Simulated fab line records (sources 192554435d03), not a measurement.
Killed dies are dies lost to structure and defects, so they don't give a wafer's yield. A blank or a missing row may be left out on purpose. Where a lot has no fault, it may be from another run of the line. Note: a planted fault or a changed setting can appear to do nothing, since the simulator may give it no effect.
Matching of chambers ; flow n5-finfet ; N5_BEOL_M7_CURE_75 on uv-cure-02: 3 sister chambers
The step cures SiCOH lowk, time 120 s. 3 wafers are shown with their chamber, then 12 later ones without.

WAFERS, EACH WITH ITS CHAMBER
wafer;chamber;wafer_temp_C_max
L078.6;2;371.2
L084.6;1;372.3
L092.5;0;371.4

WAFERS MISSING THEIR CHAMBER
wafer;wafer_temp_C_max
L094.2;371.8
L094.3;371.2
L094.6;371.6
L095.1;372.7
L095.3;372.0
L095.6;372.4
L095.2;372.8
L095.4;371.8
L095.5;371.9
L097.2;372.1
L097.3;371.7
L097.5;371.8

EACH ONE'S CHAMBER
wafer;from the rows above;in truth
L094.2;can't be placed: 0 or 1 or 2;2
L094.3;can't be placed: 2 or 0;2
L094.6;can't be placed: 0 or 2 or 1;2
L095.1;1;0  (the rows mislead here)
L095.3;can't be placed: 1 or 0 or 2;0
L095.6;1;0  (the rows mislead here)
L095.2;1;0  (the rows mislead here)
L095.4;can't be placed: 0 or 1 or 2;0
L095.5;can't be placed: 1 or 0 or 2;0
L097.2;can't be placed: 1 or 0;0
L097.3;can't be placed: 0 or 2 or 1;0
L097.5;can't be placed: 0 or 1 or 2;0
Correctly placed: 0 of 12. Can't be placed from these rows: 9 (the true chamber is among the candidates in 9). Placed wrongly: 3.
How it was worked out, from the rows above alone: a wafer's distance from a chamber is the root of the sum, over the readings, of the square of ((its reading less the chamber's mean) divided by the reading's scatter). The wafer belongs to the nearest chamber; if the next one is less than 2 further off, it can't be placed. A chamber's mean is the mean of its shown wafers. The scatter: with one shown wafer a chamber, the root of the mean of the squares of how far each hidden wafer lies from its nearest shown one.
